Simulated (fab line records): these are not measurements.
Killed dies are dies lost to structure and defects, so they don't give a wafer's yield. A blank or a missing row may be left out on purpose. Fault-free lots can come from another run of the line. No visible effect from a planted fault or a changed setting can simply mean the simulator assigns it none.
Chamber matching | flow n5_finfet | uv_cure-02 running N5_BEOL_M8_CURE_75: 3 sister chambers
The step cures SiCOH lowk, time 120 s. 16 wafers are shown with their chamber, then 8 later ones without.

## WAFERS WITH THEIR CHAMBER
wafer  | chamber | lamp_power_pct (%) | wafer_temp_C_max
L075.1 | 0       | 52.32              | 372.1
L075.4 | 0       | 52.38              | 372.3
L075.5 | 0       | 52.27              | 371.8
L079.1 | 2       | 52.32              | 373.3
L079.5 | 2       | 52.29              | 372.4
L079.6 | 2       | 52.25              | 372.9
L080.1 | 1       | 52.26              | 371.4
L080.4 | 1       | 52.30              | 371.7
L080.6 | 1       | 52.16              | 372.5
L081.4 | 2       | 52.37              | 371.4
L081.5 | 2       | 52.25              | 372.7
L081.6 | 2       | 52.37              | 371.8
L088.1 | 2       | 52.35              | 371.9
L088.3 | 2       | 52.42              | 372.7
L088.4 | 2       | 52.24              | 372.3
L090.2 | 1       | 52.26              | 371.0

SIGNATURES, as means of the wafers listed above
reading          | chamber 0 | chamber 1 | chamber 2 | scatter within a chamber
lamp_power_pct   | 52.3233   | 52.2450   | 52.3178   | 0.0618
wafer_temp_C_max | 372.067   | 371.650   | 372.378   | 0.568
Rule: distance of a wafer from a chamber = root of the sum over the readings of ((wafer's reading minus chamber's mean) / reading's scatter) squared. The wafer belongs to the nearest chamber; if the next one is less than 2 further off, it can't be placed. How the scatter is found: for the shown wafers, subtract from each reading the mean of its chamber, square and add these, divide the total by (wafers less chambers), then take the root.

## WAFERS WITHOUT THEIR CHAMBER
wafer  | lamp_power_pct (%) | wafer_temp_C_max
L090.5 | 52.18              | 371.5
L090.6 | 52.29              | 371.3
L093.3 | 52.34              | 372.7
L093.4 | 52.33              | 371.6
L093.6 | 52.31              | 371.4
L096.2 | 52.43              | 371.1
L096.4 | 52.27              | 371.5
L096.5 | 52.27              | 371.2

## WHICH CHAMBER EACH ONE RAN IN
wafer  | from the rows above          | in truth
L090.5 | can't be placed: 1 or 0 or 2 | 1
L090.6 | can't be placed: 1 or 0 or 2 | 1
L093.3 | can't be placed: 2 or 0 or 1 | 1
L093.4 | can't be placed: 0 or 1 or 2 | 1
L093.6 | can't be placed: 1 or 0 or 2 | 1
L096.2 | can't be placed: 0 or 2 or 1 | 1
L096.4 | can't be placed: 1 or 0 or 2 | 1
L096.5 | can't be placed: 1 or 0 or 2 | 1
Placed correctly: 0 of 8. From these rows, 8 cannot be placed; in 8 the true chamber is one of the candidates. 0 placed wrongly.
